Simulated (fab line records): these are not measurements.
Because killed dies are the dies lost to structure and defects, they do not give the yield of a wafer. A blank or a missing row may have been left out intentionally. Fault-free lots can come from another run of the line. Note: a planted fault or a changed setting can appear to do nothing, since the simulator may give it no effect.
fab line records	flow nandHarc	part 1 of 2: steps 1 to 27 of 37
[record] lots = 5	wafers = 15	lastDay = 32
route steps=1302 shown P_M2@346 P_BONDPAD@351
lots that met no fault: from a run of the same line without faults
startH: hours from the record's opening day to when the first of the lot's shown wafers began	waitH: time in hours since the lot's previous step	" same as the row above	L1.1+2: several wafers, shown together as one row	- no value, or no start was given	* or withheld: withheld	< > ~ a bound
route shown NAME@n: names a module that has steps shown in the file, with the first one's number in the route	usual: average and standard deviation across the fault-free wafers	same: alike in all rows	chamber/n: place in a boat	sites: per-site readings	_std_site: the standard deviation of these	_edge_site: the outer-site mean with the inner-site mean subtracted	radiusMm: how far each site lies from the wafer's centre	mask NAME#n: copy n	behind: the most recent tool/chamber to have shaped the wafer	hold: reason for holding the lot/hours on hold/outcome of the hold	device: the n, p or np transistor that did not switch	end of line: tests run on the same wafers once the route is complete	where a step has no rows: the recipe by itself	killed: not the wafer's yield, but the dies lost to structure and defects at the first sort	map: a wafer's dies, marking killed ones x, the rest . and places with no die _
set.NAME: the setting that was run; set.NAME@STEP: the one run at that earlier step	model.NAME: the simulator's own value behind a step, which no gauge read
certain route steps with their lots: each step a table, each wafer a row
services: a tool's chamber out of use, with start hour (startH, from the record's first day; less than 0 if before it), hours out, and reason
[[steps]]
[step NHARC_P_M2_SRD_25]
lot.wafer	tool	chamber	startH	waitH
L077.6+5+3	wetBench-10	3,4,5	167.49	0.0
L078.1+5+3	wetBench-08	0,3,4	174.80	0.0
L081.3+6+5	wetBench-08	5,6,1	201.34	0.0
L083.3+2+5	wetBench-10	6,7,3	227.57	0.0
L092.3+1+2	wetBench-08	1,3,5	315.87	0.0
[step NHARC_P_M2_INSPECT_27]
[usual] rawDefectCount = 339/110
lot.wafer	tool	chamber	startH	waitH	rawDefectCount
L077.3	defectInspect-02	-	167.61	0.0	616
L077.5	"	-	"	"	325
L077.6	"	-	"	"	282
L078.1	defectInspect-01	-	174.91	0.0	237
L078.3	"	-	"	"	337
L078.5	"	-	"	"	429
L081.3	defectInspect-01	-	201.46	0.0	244
L081.5	"	-	"	"	204
L081.6	"	-	"	"	220
L083.2	defectInspect-02	-	227.69	0.0	226
L083.3	"	-	"	"	243
L083.5	"	-	"	"	255
L092.1	defectInspect-01	-	315.99	0.0	237
L092.2	"	-	"	"	256
L092.3	"	-	"	"	192
[step NHARC_P_M2_PRE_CLEAN_32]
[recipe] timeS = 12	tempC = 370	rfPowerW = 300	gas = NH3
[usual] heaterPowerW = 583/53
lot.wafer	tool	chamber	startH	waitH	heaterPowerW
L077.3	pecvd-03	2	167.69	0.1	556
L077.6	"	1	"	"	579
L077.5	"	0	"	"	735
L078.1	pecvd-04	1	174.98	0.1	577
L078.3	"	0	"	"	544
L078.5	"	2	"	"	522
L081.3	pecvd-04	1	201.54	0.1	612
L081.5	"	1	"	"	605
L081.6	"	2	"	"	549
L083.2	pecvd-01	0	227.75	0.1	561
L083.3	"	1	"	"	582
L083.5	"	0	"	"	553
L092.2	pecvd-03	2	316.06	0.1	564
L092.1	"	0	"	"	611
L092.3	"	1	"	"	626
[step NHARC_P_M2_DEP_33]
[recipe] targetThkA = 300	tempC = 370	targetThkNm = 30	pressureTorr = 3	flowSccm = 200	rfW = 450	material = SiCN
[usual] heaterPowerW = 523/53
lot.wafer	tool	chamber	startH	waitH	heaterPowerW
L077.3	pecvd-03	2	167.79	0.1	505
L077.6	"	1	"	"	499
L077.5	"	0	"	"	582
L078.1	pecvd-04	1	175.06	0.1	524
L078.3	"	0	"	"	463
L078.5	"	2	"	"	533
L081.3	pecvd-04	1	201.64	0.1	570
L081.5	"	1	"	"	592
L081.6	"	2	"	"	524
L083.2	pecvd-01	0	227.83	0.1	447
L083.3	"	1	"	"	528
L083.5	"	0	"	"	441
L092.2	pecvd-03	2	316.13	0.1	565
L092.1	"	0	"	"	644
L092.3	"	1	"	"	568
[step NHARC_P_BONDPAD_DEP_00]
[recipe] targetThkA = 2500	tempC = 370	targetThkNm = 250	pressureTorr = 3	flowSccm = 200	rfW = 450	material = SiCN
[usual] heaterPowerW = 526/51
lot.wafer	tool	chamber	startH	waitH	heaterPowerW
L077.3	pecvd-01	1	168.21	-	539
L077.6	"	0	"	"	541
L077.5	"	1	"	"	445
L078.3	pecvd-01	1	175.47	-	548
L078.1	"	0	"	"	464
L078.5	"	1	"	"	445
L081.3	pecvd-01	0	202.02	-	450
L081.6	"	0	"	"	481
L081.5	"	1	"	"	550
L083.2	pecvd-03	1	228.29	-	600
L083.3	"	2	"	"	576
L083.5	"	2	"	"	577
L092.3	pecvd-03	2	-	-	550
L092.1	"	0	"	"	592
L092.2	"	1	"	"	571
[step NHARC_P_BONDPAD_CMP_32]
[recipe] targetThkNm = 200	material = SiCN
[usual] motorCurrentA = 12.1/0.8
lot.wafer	tool	chamber	startH	waitH	motorCurrentA
L077.3	cmp-02	0	168.62	-	12.7
L077.6	"	2	"	"	11.7
L077.5	"	3	"	"	13.1
L078.1	cmp-04	0	175.88	-	11.4
L078.3	"	3	"	"	12.2
L078.5	"	1	"	"	11.5
L081.3	cmp-02	3	202.47	-	12.9
L081.6	"	1	"	"	11.5
L081.5	"	2	"	"	12.0
L083.3	cmp-02	3	228.65	-	12.9
L083.2	"	2	"	"	11.7
L083.5	"	0	"	"	11.9
L092.3	cmp-04	1	316.93	-	11.0
L092.1	"	2	"	"	10.9
L092.2	"	3	"	"	12.6
[step NHARC_P_BONDPAD_THK_MEAS_33]
[recipe] thkMeasGauge = ellipsometry
[usual] thkNm = 200.1/1.5
lot.wafer	tool	chamber	startH	waitH	thkNm
L077.3	filmMetro-01	-	168.82	0.2	201.5
L077.5	"	-	"	"	200.8
L077.6	"	-	"	"	198.2
L078.1	filmMetro-02	-	176.13	0.2	200.2
L078.3	"	-	"	"	200.5
L078.5	"	-	"	"	201.1
L081.3	filmMetro-01	-	202.67	0.2	202.7
L081.5	"	-	"	"	203.3
L081.6	"	-	"	"	200.3
L083.2	filmMetro-02	-	228.90	0.1	197.9
L083.3	"	-	"	"	199.1
L083.5	"	-	"	"	200.1
L092.1	filmMetro-02	-	317.18	0.2	204.7
L092.2	"	-	"	"	199.9
L092.3	"	-	"	"	200.7
[step NHARC_P_BONDPAD_SRD_34]
lot.wafer	tool	chamber	startH	waitH
L077.5+3+6	wetBench-10	4,5,7	168.87	0.0
L078.3+1+5	wetBench-08	2,3,4	176.17	0.0
L081.6+5+3	wetBench-08	3,5,6	202.71	0.0
L083.5+2+3	wetBench-10	5,0,2	228.94	0.0
L092.3+2+1	wetBench-08	0,1,4	317.25	0.1
[step NHARC_P_BONDPAD_DEHYDRATE_01]
[recipe] tempC = 150	timeS = 120
lot.wafer	tool	chamber	startH	waitH
L077.3+5+6	lithoTrack-07	0	168.95	0.1
L078.1+3+5	lithoTrack-07	0	176.26	0.1
L081.3+5+6	lithoTrack-03	0	202.79	0.1
L083.2+3+5	lithoTrack-03	0	229.03	0.1
L092.1+2+3	lithoTrack-03	0	318.99	1.7
[step NHARC_P_BONDPAD_HMDS_02]
[recipe] timeS = 30
lot.wafer	tool	chamber	startH	waitH
L077.3+5+6	lithoTrack-07	0	-	-
L078.1+3+5	lithoTrack-07	0	-	-
L081.3+5+6	lithoTrack-03	0	-	-
L083.2+3+5	lithoTrack-03	0	-	-
L092.1+2+3	lithoTrack-03	0	-	-
[step NHARC_P_BONDPAD_COAT_36]
[recipe] tempC = 200	timeS = 65
lot.wafer	tool	chamber	startH	waitH
L077.3+5+6	lithoTrack-07	0	-	-
L078.1+3+5	lithoTrack-07	0	-	-
L081.3+5+6	lithoTrack-03	0	-	-
L083.2+3+5	lithoTrack-03	0	-	-
L092.1+2+3	lithoTrack-03	0	-	-
[step NHARC_P_BONDPAD_COAT_03]
[recipe] spinRpm = 2000	resistThkNm = 600
lot.wafer	tool	chamber	startH	waitH
L077.3+5+6	lithoTrack-07	0	-	-
L078.1+3+5	lithoTrack-07	0	-	-
L081.3+5+6	lithoTrack-03	0	-	-
L083.2+3+5	lithoTrack-03	0	-	-
L092.1+2+3	lithoTrack-03	0	-	-
[step NHARC_P_BONDPAD_SOFTBAKE_04]
[recipe] tempC = 125	timeS = 70
lot.wafer	tool	chamber	startH	waitH
L077.3+5+6	lithoTrack-07	0	-	-
L078.1+3+5	lithoTrack-07	0	-	-
L081.3+5+6	lithoTrack-03	0	-	-
L083.2+3+5	lithoTrack-03	0	-	-
L092.1+2+3	lithoTrack-03	0	-	-
[step NHARC_P_BONDPAD_EBR_05]
lot.wafer	tool	chamber	startH	waitH
L077.3+5+6	lithoTrack-07	0	-	-
L078.1+3+5	lithoTrack-07	0	-	-
L081.3+5+6	lithoTrack-03	0	-	-
L083.2+3+5	lithoTrack-03	0	-	-
L092.1+2+3	lithoTrack-03	0	-	-
[step NHARC_P_BONDPAD_EXPOSE_06]
[recipe] na = 0.55	doseMj = 37.06	maskId = P_BPAD
lot.wafer	tool	chamber	startH	waitH	mask
L077.3+5+6	krfScanner-04	0	169.25	-	P_BPAD#0
L078.1+3+5	krfScanner-02	0	176.54	-	P_BPAD#0
L081.3+5+6	krfScanner-02	0	202.97	-	P_BPAD#0
L083.2+3+5	krfScanner-04	0	229.33	-	P_BPAD#0
L092.1+2+3	krfScanner-02	0	319.15	-	P_BPAD#0
[step NHARC_P_BONDPAD_PEB_07]
[recipe] pebTempC = 128	pebTimeS = 80
lot.wafer	tool	chamber	startH	waitH
L077.3+5+6	lithoTrack-02	0	169.30	0.1
L078.1+3+5	lithoTrack-07	0	176.61	0.1
L081.3+5+6	lithoTrack-03	0	203.03	0.1
L083.2+3+5	lithoTrack-07	0	229.39	0.1
L092.1+2+3	lithoTrack-02	0	319.22	0.1
[step NHARC_P_BONDPAD_DEVELOP_08]
[recipe] timeS = 50	devTempC = 22
lot.wafer	tool	chamber	startH	waitH
L077.3+5+6	lithoTrack-02	0	-	-
L078.1+3+5	lithoTrack-07	0	-	-
L081.3+5+6	lithoTrack-03	0	-	-
L083.2+3+5	lithoTrack-07	0	-	-
L092.1+2+3	lithoTrack-02	0	-	-
[step NHARC_P_BONDPAD_CD_MEAS_09]
[recipe] targetCdNm = 500	landingEnergyEv = 500
[usual] cdNm = 499.5/1.5
lot.wafer	tool	chamber	startH	waitH	cdNm
L077.3	cdSem-02	0	169.39	-	499.1
L077.5	"	0	"	"	497.6
L077.6	"	0	"	"	497.7
L078.1	cdSem-02	0	176.69	-	502.1
L078.3	"	0	"	"	502.0
L078.5	"	0	"	"	500.4
L081.3	cdSem-02	0	203.11	-	499.4
L081.5	"	0	"	"	498.7
L081.6	"	0	"	"	501.9
L083.2	cdSem-02	0	229.48	-	497.4
L083.3	"	0	"	"	499.9
L083.5	"	0	"	"	498.8
L092.1	cdSem-01	0	319.30	-	497.6
L092.2	"	0	"	"	498.8
L092.3	"	0	"	"	498.4
[step NHARC_P_BONDPAD_OVL_MEAS_38]
[usual] overlayXNm = -1/5.5	overlayYNm = 1/6.8
lot.wafer	tool	chamber	startH	waitH	overlayXNm	overlayYNm
L077.3	overlay-01	-	169.48	-	1	15
L077.5	"	-	"	"	1	15
L077.6	"	-	"	"	1	15
L078.1	overlay-02	-	176.78	-	5	-1
L078.3	"	-	"	"	4	0
L078.5	"	-	"	"	4	0
L081.3	overlay-02	-	203.20	-	0	-3
L081.5	"	-	"	"	-1	-3
L081.6	"	-	"	"	-1	-3
L083.2	overlay-02	-	229.56	-	-1	-14
L083.3	"	-	"	"	-1	-14
L083.5	"	-	"	"	-1	-14
L092.1	overlay-01	-	319.39	-	5	8
L092.2	"	-	"	"	5	8
L092.3	"	-	"	"	5	9
[step NHARC_P_BONDPAD_HARDBAKE_10]
[recipe] tempC = 118	timeS = 65
lot.wafer	tool	chamber	startH	waitH
L077.3+5+6	lithoTrack-07	0	169.53	0.1
L078.1+3+5	lithoTrack-07	0	176.83	0.0
L081.3+5+6	lithoTrack-03	0	203.25	0.1
L083.2+3+5	lithoTrack-03	0	229.61	0.0
L092.1+2+3	lithoTrack-02	0	319.44	0.0
[step NHARC_P_BONDPAD_DESCUM_11]
[recipe] timeS = 3	o2FlowSccm = 200	arFlowSccm = 0	biasPowerW = 0	chemistry = O2
[usual] drypumpMotorCurrentA = 5.8/0.45	oesProductAu = 0.998/0.0085	rfVppV = 57.6/0.88	showerheadPlenumPTorr = 1.90/0.075	throttleValvePct = 11.311/0.0087
lot.wafer	tool	chamber	startH	waitH	drypumpMotorCurrentA	oesProductAu	rfHoursCounterH	rfVppV	showerheadPlenumPTorr	throttleValvePct
L077.3	rieDiel-01	1	169.62	-	6.6	1.007	5.6	58.7	1.90	11.321
L077.5	"	2	"	"	5.6	0.994	-	58.5	2.01	11.297
L077.6	"	0	"	"	5.3	1.008	-	56.6	1.82	11.294
L078.1	rieDiel-06	1	176.91	-	5.4	0.989	1.6	57.3	1.96	11.306
L078.3	"	3	"	"	5.8	1.017	1.8	57.1	1.87	11.313
L078.5	"	2	"	"	6.1	1.005	-	58.1	1.89	11.299
L081.3	rieDiel-01	3	203.35	-	5.3	1.007	7.5	57.5	1.82	11.313
L081.5	"	0	"	"	5.3	0.995	-	57.6	1.82	11.304
L081.6	"	1	"	"	6.5	0.993	-	58.4	1.90	11.317
L083.3	rieDiel-01	0	229.69	-	5.3	1.006	0.8	58.0	1.82	11.310
L083.2	"	2	"	"	5.6	1.015	1.2	56.4	2.01	11.324
L083.5	"	1	"	"	6.6	1.007	-	57.4	1.90	11.313
L092.2	rieDiel-01	0	319.51	-	5.3	0.998	5.5	59.0	1.82	11.308
L092.3	"	1	"	"	6.6	0.997	5.6	56.7	1.89	11.313
L092.1	"	2	"	"	5.5	0.994	5.7	58.8	2.01	11.313
[step NHARC_P_BONDPAD_ETCH_37]
[recipe] targetDepthA = 600	overetchA = 180	timeS = 65.91	ionEnergyEv = 200	n2FlowSccm = 150	h2FlowSccm = 150	arFlowSccm = 0	rfW = 400	biasW = 150	chemistry = N2/H2
[usual] drypumpMotorCurrentA = 5.7/0.46	h2FlowSccm = 150.0/0.49	n2FlowSccm = 150.0/0.46	oesProductAu = 0.999/0.008	rfVppV = 430.1/2.4	showerheadPlenumPTorr = 2.02/0.084	throttleValvePct = 14.170/0.0096
lot.wafer	tool	chamber	startH	waitH	drypumpMotorCurrentA	h2FlowSccm	n2FlowSccm	oesProductAu	rfHoursCounterH	rfVppV	showerheadPlenumPTorr	throttleValvePct
L077.3	rieDiel-01	1	169.72	0.1	6.6	149.4	149.9	1.001	5.6	430.6	2.02	14.163
L077.5	"	2	"	"	5.6	148.6	149.7	0.994	-	433.7	2.14	14.186
L077.6	"	0	"	"	5.3	149.9	149.1	1.000	-	427.8	1.93	14.172
L078.1	rieDiel-06	3	177.00	0.1	5.8	150.1	149.4	0.992	1.8	428.4	1.99	14.171
L078.3	"	0	"	"	6.1	150.3	150.9	0.993	1.7	435.7	2.16	14.178
L078.5	"	1	"	"	5.4	151.0	150.8	0.991	-	431.9	2.09	14.166
L081.3	rieDiel-01	1	203.41	0.1	6.6	149.6	149.8	1.003	7.0	430.0	2.02	14.161
L081.6	"	1	"	"	6.5	149.8	150.9	0.994	-	429.6	2.02	14.164
L081.5	"	2	"	"	5.6	149.5	149.9	0.995	-	432.8	2.14	14.173
L083.2	rieDiel-01	1	229.78	0.1	6.6	150.1	149.9	1.007	0.8	429.2	2.02	14.156
L083.3	"	3	"	"	5.3	149.9	150.5	1.006	1.2	426.7	1.93	14.174
L083.5	"	0	"	"	5.3	150.1	150.4	0.994	-	427.3	1.93	14.176
L092.3	rieDiel-01	3	319.60	0.1	5.3	149.9	150.3	1.014	4.7	429.0	1.93	14.159
L092.2	"	0	"	"	5.3	150.3	149.9	1.002	5.5	428.2	1.93	14.164
L092.1	"	1	"	"	6.5	150.1	150.3	0.998	5.6	428.3	2.02	14.171
[step NHARC_P_BONDPAD_ETCH_12]
[recipe] targetDepthA = 2000	timeS = 100	chf3FlowSccm = 50	o2FlowSccm = 10	arFlowSccm = 200	rfW = 500	biasW = 200	chemistry = CHF3/O2
[usual] drypumpMotorCurrentA = 5.8/0.46	oesProductAu = 0.943/0.023	rfVppV = 370.3/2.2	showerheadPlenumPTorr = 2.39/0.092	throttleValvePct = 20.574/0.009
lot.wafer	tool	chamber	startH	waitH	drypumpMotorCurrentA	oesProductAu	rfHoursCounterH	rfVppV	showerheadPlenumPTorr	throttleValvePct
L077.3	rieDiel-01	2	-	-	5.5	0.919	6.6	372.0	2.52	20.572
L077.6	"	2	"	"	5.5	0.926	-	371.8	2.51	20.581
L077.5	"	0	"	"	5.3	0.921	-	369.4	2.29	20.585
L078.1	rieDiel-06	1	-	-	5.4	0.919	1.6	372.4	2.46	20.575
L078.3	"	3	"	"	5.7	0.935	1.8	370.3	2.35	20.592
L078.5	"	2	"	"	6.1	0.935	-	369.2	2.38	20.577
L081.3	rieDiel-01	2	-	-	5.5	0.976	8.2	373.8	2.51	20.577
L081.6	"	1	"	"	6.5	0.960	-	370.2	2.38	20.576
L081.5	"	2	"	"	5.5	0.977	-	372.2	2.51	20.572
L083.2	rieDiel-01	2	-	-	5.6	0.942	1.2	373.0	2.51	20.562
L083.3	"	0	"	"	5.3	0.935	0.8	367.9	2.29	20.580
L083.5	"	2	"	"	5.5	0.924	-	373.8	2.51	20.564
L092.2	rieDiel-01	1	-	-	6.5	0.925	5.6	370.7	2.38	20.569
L092.3	"	2	"	"	5.5	0.925	5.7	372.8	2.51	20.574
L092.1	"	3	"	"	5.3	0.929	4.7	366.9	2.28	20.583
[step NHARC_P_BONDPAD_CD_MEAS_13]
[usual] cdNm = 499.0/1.5
lot.wafer	tool	chamber	startH	waitH	cdNm
L077.3	cdSem-02	-	169.97	-	498.3
L077.5	"	-	"	"	498.0
L077.6	"	-	"	"	496.9
L078.1	cdSem-01	-	177.22	-	501.3
L078.3	"	-	"	"	500.5
L078.5	"	-	"	"	499.6
L081.3	cdSem-03	-	203.64	-	499.4
L081.5	"	-	"	"	498.8
L081.6	"	-	"	"	501.6
L083.2	cdSem-01	-	230.01	-	496.4
L083.3	"	-	"	"	498.9
L083.5	"	-	"	"	498.5
L092.1	cdSem-01	-	319.83	-	498.4
L092.2	"	-	"	"	498.8
L092.3	"	-	"	"	498.0
[step NHARC_P_BONDPAD_STRIP_15]
[recipe] o2FlowSccm = 500	arFlowSccm = 0	biasW = 0	chemistry = O2
[usual] drypumpMotorCurrentA = 5.7/0.48	oesProductAu = 0.999/0.0069	rfVppV = 57.7/0.93	showerheadPlenumPTorr = 3.49/0.13	throttleValvePct = 17.036/0.0089
lot.wafer	tool	chamber	startH	waitH	drypumpMotorCurrentA	oesProductAu	rfHoursCounterH	rfVppV	showerheadPlenumPTorr	throttleValvePct
L077.3	rieDiel-06	2	170.05	0.1	6.1	0.989	0.4	57.1	3.49	17.049
L077.5	"	1	"	"	5.4	0.992	-	57.8	3.61	17.038
L077.6	"	2	"	"	6.1	0.995	-	59.2	3.49	17.017
L078.1	rieDiel-01	2	177.30	0.1	5.6	1.003	6.9	57.4	3.69	17.038
L078.3	"	1	"	"	6.6	0.986	6.0	56.9	3.50	17.047
L078.5	"	3	"	"	5.3	1.003	-	58.3	3.36	17.041
L081.3	rieDiel-05	1	203.73	0.1	6.2	0.992	3.8	56.6	3.46	17.026
L081.5	"	1	"	"	6.2	0.997	-	57.5	3.46	17.039
L081.6	"	2	"	"	4.9	0.996	-	57.4	3.33	17.013
L083.2	rieDiel-01	2	230.09	0.1	5.5	1.007	1.3	60.0	3.69	17.028
L083.3	"	3	"	"	5.3	0.999	1.3	57.7	3.36	17.032
L083.5	"	2	"	"	5.6	1.002	-	59.0	3.69	17.045
L092.3	rieDiel-01	2	319.90	0.1	5.5	1.000	5.8	58.2	3.69	17.030
L092.1	"	3	"	"	5.3	1.006	4.8	58.7	3.36	17.041
L092.2	"	0	"	"	5.3	1.002	5.6	56.1	3.36	17.045
[step NHARC_P_BONDPAD_ETCH_24]
[recipe] targetDepthA = 300	overEtchFrac = 0.3	timeS = 72.99	ionEnergyEv = 150	cf4FlowSccm = 50	n2FlowSccm = 100	arFlowSccm = 150	rfW = 300	biasW = 100	chemistry = CF4/N2
[usual] drypumpMotorCurrentA = 5.7/0.49	n2FlowSccm = 100.0/0.32	oesProductAu = 0.999/0.0083	rfVppV = 313.5/1.8	showerheadPlenumPTorr = 2.59/0.097	throttleValvePct = 19.796/0.0094
lot.wafer	tool	chamber	startH	waitH	drypumpMotorCurrentA	n2FlowSccm	oesProductAu	rfHoursCounterH	rfVppV	showerheadPlenumPTorr	throttleValvePct
L077.3	rieDiel-06	1	-	-	5.4	99.8	0.981	1.5	315.4	2.69	19.789
L077.5	"	2	"	"	6.1	99.7	0.994	-	313.7	2.60	19.799
L077.6	"	3	"	"	5.8	99.8	0.997	-	313.8	2.57	19.786
L078.3	rieDiel-01	0	-	-	5.3	99.6	1.004	6.4	312.5	2.50	19.795
L078.1	"	3	"	"	5.3	100.5	1.016	6.5	310.4	2.50	19.792
L078.5	"	1	"	"	6.6	100.0	1.005	-	314.1	2.60	19.797
L081.3	rieDiel-05	1	203.89	0.1	6.2	100.0	0.997	3.9	311.6	2.58	19.800
L081.5	"	1	"	"	6.2	100.2	0.997	-	313.5	2.58	19.805
L081.6	"	0	"	"	5.8	99.6	1.000	-	315.3	2.69	19.802
L083.2	rieDiel-01	3	-	-	5.3	99.9	1.008	1.3	311.3	2.50	19.800
L083.3	"	0	"	"	5.3	100.0	0.990	0.9	310.9	2.50	19.800
L083.5	"	3	"	"	5.3	100.0	0.993	-	311.2	2.50	19.806
L092.2	rieDiel-01	2	-	-	5.5	99.5	0.999	5.8	316.6	2.74	19.799
L092.1	"	3	"	"	5.3	99.7	1.006	4.8	312.2	2.50	19.803
L092.3	"	0	"	"	5.3	100.2	0.999	5.6	311.3	2.50	19.791
[step NHARC_P_BONDPAD_STRIP_16]
[recipe] timeS = 600	tempC = 30	chemistry = postEtchResidueRemover
[usual] bathHeatDutyPct = 13.2/1.6
lot.wafer	tool	chamber	startH	waitH	bathHeatDutyPct
L077.5	wetBench-10	4	170.32	-	15.2
L077.6	"	5	"	"	16.2
L077.3	"	7	"	"	13.1
L078.1	wetBench-08	3	177.57	-	11.2
L078.3	"	4	"	"	12.8
L078.5	"	5	"	"	14.4
L081.5	wetBench-10	2	204.04	-	12.6
L081.6	"	4	"	"	16.3
L081.3	"	6	"	"	15.3
L083.3	wetBench-10	3	230.36	-	15.9
L083.5	"	6	"	"	14.5
L083.2	"	7	"	"	12.4
L092.1	wetBench-08	4	320.20	-	12.5
L092.3	"	5	"	"	13.1
L092.2	"	7	"	"	9.7
